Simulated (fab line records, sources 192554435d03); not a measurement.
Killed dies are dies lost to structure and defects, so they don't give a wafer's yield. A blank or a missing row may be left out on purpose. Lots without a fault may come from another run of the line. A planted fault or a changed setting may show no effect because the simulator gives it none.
fab line records | flow n5_finfet
record lots=5 wafers=15 last_day=17
route steps=1938 shown BEOL_M9@1406 PASSIVATION@1936
lots that met no fault: from a run of the same line without faults
start_h: hours from the record's first day to the start of the lot's first wafer shown | wait_h: hours since the lot's step before | " the same as in the row above | L1.1+2: a row that stands for several wafers | - no value, or no start given | * or withheld: withheld | < > ~ a bound
route shown NAME@n: a module of which the file shows steps, and the number in the route of the first | usual: mean/standard deviation of fault-free wafers | same: alike in all rows | chamber/n: place in a boat | sites: the reading at each site | _std_site: their standard deviation | _edge_site: outer sites' mean less inner sites' | radius_mm: how far each site lies from the wafer's centre | mask NAME#n: copy n | behind: the tool/chamber that last shaped the wafer | hold: why the lot was held/for how many hours/how that ended | device: the transistor (n, p or np) that didn't switch | end of line: the same wafers' tests at the end of the route | a step without rows: its recipe alone | killed: dies lost to structure and defects at the first sort, not the wafer's yield | map: a wafer's dies, x killed, . not, _ none there
set.NAME: the setting as run; set.NAME@STEP: as run at that earlier step | model.NAME: the simulator's own value behind a step, which no gauge read
lots at some steps of the route; a table a step, a row a wafer
services: from which hour (start_h, from the record's first day; less than 0 if before it) a tool's chamber was out of use, for how many hours, and why
## steps
# step N5_BEOL_M9_COAT_59
# recipe resist=SOC temp_c=250 time_s=60 spin_rpm=1500 resist_thk_nm=100
# step N5_BEOL_M9_COAT_60
# recipe resist=SiARC temp_c=220 time_s=60 spin_rpm=1500 resist_thk_nm=30
# step N5_BEOL_M9_COAT_05
# recipe resist=CAR-ArF spin_rpm=1500 resist_thk_nm=90
# step N5_BEOL_M9_EBR_07
# recipe solvent=PGMEA ebr_width_mm=1.5
# step N5_BEOL_M9_SOFTBAKE_06
# recipe temp_c=110 time_s=60 resist=CAR-ArF
# step N5_BEOL_M9_EXPOSE_08
# recipe mask_id=M9 na=1.35 source_shape=dipole sigma_inner=0.411 sigma_outer=0.611 polarization=te dose_mj=53.75
# step N5_BEOL_M9_PEB_09
# recipe peb_temp_c=withheld peb_time_s=60 resist=CAR-ArF
# step N5_BEOL_M9_DEVELOP_10
# recipe develop_time_s=30 developer=TMAH resist=CAR-ArF rinse_liquid=diw dry=air_spin dev_temp_c=23
# step N5_BEOL_M9_CD_MEAS_11
# recipe target_cd_nm=64.1 landing_energy_ev=500 detector=se_inlens polarity=opening
# usual cd_nm=64.0/0.61
# columns lot.wafer tool chamber start_h wait_h cd_nm
L583.1 cd_sem-02 0 201.49 - 64.3
L583.2 " 0 " " 63.8
L583.5 " 0 " " 64.0
L594.1 cd_sem-02 0 270.28 - 62.7
L594.4 " 0 " " 62.9
L594.6 " 0 " " 63.9
L600.2 cd_sem-01 0 316.79 - 65.0
L600.5 " 0 " " 63.9
L600.6 " 0 " " 64.1
L602.4 cd_sem-02 0 325.66 - 64.0
L602.5 " 0 " " 63.7
L602.6 " 0 " " 63.6
L605.2 cd_sem-01 0 340.48 - 64.1
L605.4 " 0 " " 64.1
L605.6 " 0 " " 63.4
# step N5_BEOL_M9_OVL_MEAS_12
# recipe points_per_wafer=44
# usual M9_OVL=0.1/0.77
# columns lot.wafer tool chamber start_h wait_h M9_OVL[nm]
L583.1 overlay-01 0 201.53 0.0 -0.7
L583.2 " 0 " " 0.1
L583.5 " 0 " " -0.8
L594.1 overlay-01 0 270.31 0.0 0.7
L594.4 " 0 " " 0.0
L594.6 " 0 " " 0.8
L600.2 overlay-02 0 316.82 0.0 -0.5
L600.5 " 0 " " -0.6
L600.6 " 0 " " 0.6
L602.4 overlay-02 0 325.68 0.0 0.5
L602.5 " 0 " " 0.2
L602.6 " 0 " " -1.1
L605.2 overlay-01 0 340.51 0.0 0.7
L605.4 " 0 " " 0.9
L605.6 " 0 " " 0.1
# step N5_BEOL_M9_INSPECT_13
# recipe mode=adi inspect_instrument=brightfield
# usual raw_defect_count=438/86
# columns lot.wafer tool chamber start_h wait_h raw_defect_count
L583.1 defect_inspect-02 - 201.55 0.0 315
L583.2 " - " " 459
L583.5 " - " " 349
L594.1 defect_inspect-01 - 270.33 0.0 516
L594.4 " - " " 399
L594.6 " - " " 511
L600.2 defect_inspect-02 - 316.84 0.0 448
L600.5 " - " " 530
L600.6 " - " " 448
L602.4 defect_inspect-02 - 325.71 0.0 445
L602.5 " - " " 441
L602.6 " - " " 432
L605.2 defect_inspect-02 - 340.53 0.0 557
L605.4 " - " " 538
L605.6 " - " " 421
# step N5_BEOL_M9_DESCUM_16
# recipe chemistry=O2 time_s=7.9 source_power_w=50 bias_power_w=20 pressure_mtorr=20 rf_frequency_hz=2.712e+07 temp_c=40 resist=CAR-ArF o2_flow_sccm=225
# usual drypump_motor_current_A=5.7/0.36 o2_flow_sccm=225.0/0.7 oes_product_au=0.76/0.092 rf_vpp_V=243.0/1.3 showerhead_plenum_p_Torr=2.09/0.065 throttle_valve_pct=20.58/0.26
# columns lot.wafer tool chamber start_h wait_h drypump_motor_current_A o2_flow_sccm oes_product_au rf_hours_counter_h rf_vpp_V showerhead_plenum_p_Torr throttle_valve_pct
L583.1 rie_diel-03 0 201.58 0.0 5.7 223.8 0.73 153 243.8 2.18 20.73
L583.2 " 3 " " 5.3 225.3 0.74 186 243.8 2.18 20.69
L583.5 " 3 " " 5.2 224.2 0.74 - 244.4 2.18 20.69
L594.1 rie_diel-01 2 270.37 0.0 6.3 224.9 0.70 194 242.5 2.10 20.72
L594.4 " 1 " " 6.0 225.0 0.84 58 243.6 2.10 19.98
L594.6 " 3 " " 5.8 225.1 0.71 - 241.5 2.01 20.52
L600.2 rie_diel-03 2 317.20 0.4 5.5 225.3 0.71 208 241.6 1.99 20.76
L600.5 " 2 " " 5.5 224.4 0.70 - 241.3 1.99 20.75
L600.6 " 3 " " 5.3 225.5 0.71 - 243.9 2.17 20.75
L602.4 rie_diel-04 3 325.74 0.0 6.0 224.6 0.99 5 241.9 2.07 20.70
L602.5 " 2 " " 5.7 225.8 0.70 - 244.4 2.16 20.26
L602.6 " 1 " " 6.1 225.4 0.89 - 243.0 2.04 20.22
L605.2 rie_diel-04 3 340.56 0.0 6.0 224.1 0.97 10 243.0 2.07 20.72
L605.4 " 3 " " 6.0 223.7 0.97 - 242.8 2.07 20.70
L605.6 " 1 " " 6.1 224.0 0.87 - 242.7 2.03 20.24
# step N5_BEOL_M9_ETCH_61
# recipe chemistry=CF4 target=SiARC target_depth_a=390 mask_material=CAR-ArF time_s=65 ion_energy_ev=80 pressure_mtorr=40 source_w=545 bias_w=36 Ar_flow_sccm=100 cf4_flow_sccm=100 ends=cleared
# usual drypump_motor_current_A=5.7/0.36 etch_rf_on_time_s=65.2/1.6 oes_product_au=0.65/0.08 rf_vpp_V=184.0/1.3 showerhead_plenum_p_Torr=2.14/0.061 throttle_valve_pct=15.73/0.23
# columns lot.wafer tool chamber start_h wait_h drypump_motor_current_A etch_rf_on_time_s oes_product_au rf_hours_counter_h rf_vpp_V showerhead_plenum_p_Torr throttle_valve_pct
L583.1 rie_diel-03 0 201.62 0.0 5.7 67.4 0.61 153 182.9 2.22 15.85
L583.2 " 3 " " 5.2 65.7 0.63 186 186.5 2.22 15.92
L583.5 " 3 " " 5.3 65.8 0.63 - 185.9 2.22 15.91
L594.1 rie_diel-01 2 270.40 0.0 6.2 66.0 0.61 194 184.2 2.12 15.77
L594.4 " 1 " " 6.0 64.2 0.73 58 184.6 2.17 15.29
L594.6 " 3 " " 5.8 67.0 0.60 - 182.1 2.04 15.68
L600.2 rie_diel-03 2 317.24 0.0 5.5 65.9 0.61 208 182.1 2.05 16.00
L600.5 " 2 " " 5.5 71.9 0.58 - 182.3 2.05 16.01
L600.6 " 3 " " 5.3 64.8 0.61 - 184.5 2.21 15.99
L602.4 rie_diel-04 3 325.77 0.0 6.0 61.1 0.84 5 181.4 2.11 15.70
L602.5 " 2 " " 5.7 66.2 0.58 - 184.9 2.19 15.40
L602.6 " 1 " " 6.1 64.4 0.75 - 182.6 2.11 15.51
L605.2 rie_diel-04 3 340.60 0.0 5.9 61.6 0.84 10 184.7 2.11 15.74
L605.4 " 3 " " 6.0 61.7 0.83 - 183.8 2.11 15.71
L605.6 " 1 " " 6.1 63.4 0.75 - 183.3 2.11 15.50
# step N5_BEOL_M9_ETCH_62
# recipe chemistry=N2/H2 target=SOC target_depth_a=1100 overetch_a=220 mask_material=SiARC temp_c=40 time_s=165 ion_energy_ev=200 pressure_mtorr=30 source_w=840 bias_w=150 n2_flow_sccm=200 h2_flow_sccm=200
# usual drypump_motor_current_A=5.7/0.35 h2_flow_sccm=200.0/0.6 oes_product_au=0.64/0.069 rf_vpp_V=523.5/2.5 showerhead_plenum_p_Torr=2.53/0.081 throttle_valve_pct=17.91/0.25
# columns lot.wafer tool chamber start_h wait_h drypump_motor_current_A h2_flow_sccm oes_product_au rf_hours_counter_h rf_vpp_V showerhead_plenum_p_Torr throttle_valve_pct
L583.1 rie_diel-03 0 201.67 0.0 5.7 200.0 0.62 153 526.8 2.67 18.13
L583.2 " 3 " " 5.3 198.7 0.64 186 525.5 2.63 17.86
L583.5 " 3 " " 5.3 198.5 0.63 - 527.7 2.63 17.85
L594.1 rie_diel-01 2 270.45 0.0 6.3 199.6 0.61 194 523.1 2.53 18.07
L594.4 " 1 " " 6.0 200.0 0.72 58 525.0 2.56 17.43
L594.6 " 3 " " 5.8 200.2 0.60 - 519.0 2.42 17.85
L600.2 rie_diel-03 2 317.29 0.0 5.5 198.9 0.61 208 521.3 2.41 18.14
L600.5 " 2 " " 5.5 199.9 0.61 - 519.7 2.41 18.15
L600.6 " 3 " " 5.2 200.0 0.60 - 526.5 2.61 17.93
L602.4 rie_diel-04 3 325.82 0.0 5.9 200.6 0.82 5 520.5 2.49 17.87
L602.5 " 2 " " 5.7 200.0 0.59 - 525.5 2.61 17.59
L602.6 " 1 " " 6.1 200.2 0.74 - 522.1 2.48 17.62
L605.2 rie_diel-04 3 340.65 0.0 5.9 200.0 0.79 10 522.2 2.49 17.87
L605.4 " 3 " " 5.9 200.5 0.80 - 522.7 2.49 17.87
L605.6 " 1 " " 6.1 198.7 0.73 - 522.3 2.48 17.63
# step N5_PASSIVATION_PROBE_49
# usual defect_limited_yield=90.9/1.5 killed_at_M0_to_M3=36/9.9 killed_at_M4_up=13/4.5 killed_at_contacts=13/6.4 killed_at_front_end=42/12 killed_at_other=3.4/3 killed_dies=107/18 killed_open=69/13 killed_short=35/8.2 sort_bin_5_function=5.3/1.1 sort_bin_6_memory=3.4/0.69 sort_n_pass=1073/18 sort_yield_pct=90.9/1.5
# same gross_dies=1180 killed_at_back_side=0 sort_bin_4_leakage[%]=0 sort_bin_8_speed[%]=0
# columns lot.wafer tool chamber start_h wait_h defect_limited_yield[%] killed_at_M0_to_M3 killed_at_M4_up killed_at_contacts killed_at_front_end killed_at_other killed_dies killed_open killed_short sort_bin_5_function[%] sort_bin_6_memory[%] sort_n_pass sort_yield_pct[%]
L594.1 prober-01 - 331.58 0.0 91.5 41 21 3 35 0 100 75 24 5.8 2.4 1080 91.5
L594.4 prober-01 - 331.73 0.2 93.1 26 23 2 30 1 82 62 19 4.2 2.5 1098 93.1
L594.6 prober-01 - 331.83 0.3 90.3 33 21 11 48 1 114 84 28 5.6 3.7 1066 90.3
L600.2 prober-01 - 376.56 1.1 90.1 30 14 6 58 9 117 75 40 5.5 4.2 1063 90.1
L600.5 prober-01 - 376.71 1.3 92.1 44 9 7 30 3 93 58 33 4.4 3.2 1087 92.1
L600.6 prober-01 - 376.76 1.3 90.8 42 13 12 41 1 109 70 39 5.8 3.2 1071 90.8
# killed by level:class
L594.1 BEOL_M2:geometric_particle:open=17 FIN_SAQP:geometric_particle:open=11 BEOL_M3:geometric_particle:open=10 BEOL_M4:geometric_particle:open=10 FIN_SAQP:geometric_particle:short=6 BEOL_M0:geometric_particle:open=4 BEOL_M5:geometric_particle:open=4 STI_FIN_REVEAL:geometric_particle:open=3
L594.4 BEOL_M4:geometric_particle:open=12 FIN_SAQP:geometric_particle:open=10 STI_FIN_REVEAL:geometric_particle:open=8 BEOL_M3:geometric_particle:open=7 BEOL_M0_SAQP:geometric_particle:short=6 BEOL_M0_SAQP:geometric_particle:open=5 BEOL_M5:geometric_particle:open=5 BEOL_M1:geometric_particle:open=4
L594.6 FIN_SAQP:geometric_particle:open=17 BEOL_M1:geometric_particle:open=10 MOL_CONTACT_COAG:geometric_particle:open=9 BEOL_M2:geometric_particle:open=7 BEOL_M4:geometric_particle:open=7 STI_FIN_REVEAL:geometric_particle:open=6 BEOL_M5:geometric_particle:open=6 FIN_SAQP:geometric_particle:short=5
L600.2 FIN_SAQP:geometric_particle:short=14 BEOL_M2:geometric_particle:open=12 STI_FIN_REVEAL:geometric_particle:open=8 FIN_SAQP:geometric_particle:open=7 DUMMY_GATE:geometric_particle:open=6 BEOL_M0_SAQP:geometric_particle:open=6 GATE_CUT:geometric_particle:short=5 BEOL_M1:geometric_particle:open=5
L600.5 BEOL_M1:geometric_particle:open=15 FIN_SAQP:geometric_particle:short=14 BEOL_M3:geometric_particle:open=9 BEOL_M2:geometric_particle:open=8 BEOL_M4:geometric_particle:open=5 MOL_CONTACT_COAG:geometric_particle:open=4 BEOL_M0_SAQP:geometric_particle:open=4 ILD0:geometric_particle:open=3
L600.6 BEOL_M2:geometric_particle:open=15 BEOL_M4:geometric_particle:open=8 FIN_SAQP:geometric_particle:short=6 MOL_CONTACT_COAG:geometric_particle:open=6 MOL_CONTACT_COAG:geometric_particle:short=6 BEOL_M1:geometric_particle:open=6 FIN_SAQP:geometric_particle:open=5 STI_FIN_REVEAL:geometric_particle:open=5
## services
# columns tool chamber start_h hours kind
rie_diel-01 0 188.11 - clean
rie_diel-01 0 188.11 - consumable_replace:focus_ring
rie_diel-01 0 188.11 20.4 scheduled_down
rie_diel-01 0 188.11 20.4 vent_cycle
rie_diel-01 1 203.57 15.6 repair
rie_diel-04 0 241.77 2.9 repair
rie_diel-03 3 243.02 4.6 repair
rie_diel-04 3 266.66 7.7 repair
rie_diel-04 3 288.44 - clean
rie_diel-04 3 288.44 - consumable_replace:focus_ring
rie_diel-04 3 288.44 14.5 scheduled_down
rie_diel-04 3 288.44 14.5 vent_cycle
rie_diel-03 2 305.25 9.0 repair
rie_diel-01 3 312.30 7.9 repair
rie_diel-01 0 314.42 5.3 repair
rie_diel-01 0 332.02 2.5 repair
rie_diel-04 0 340.23 7.5 repair
## key
first_sign step=N5_BEOL_M9_ETCH_61 reading=etch_rf_on_time_s direction=up sigmas=4.3 usual=* struck=*
effect none on later readings
met_at N5_BEOL_M9_ETCH_61
struck_wafers L600.5
onset_between 201.62 317.24
fault kind=process_parameter_drift tool=rie_diel-03 chamber=- onset_h=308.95 steps=N5_BEOL_M9_ETCH_61 channel=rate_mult offset=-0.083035 shape=step end_h=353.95 scope=struck_wafers_only
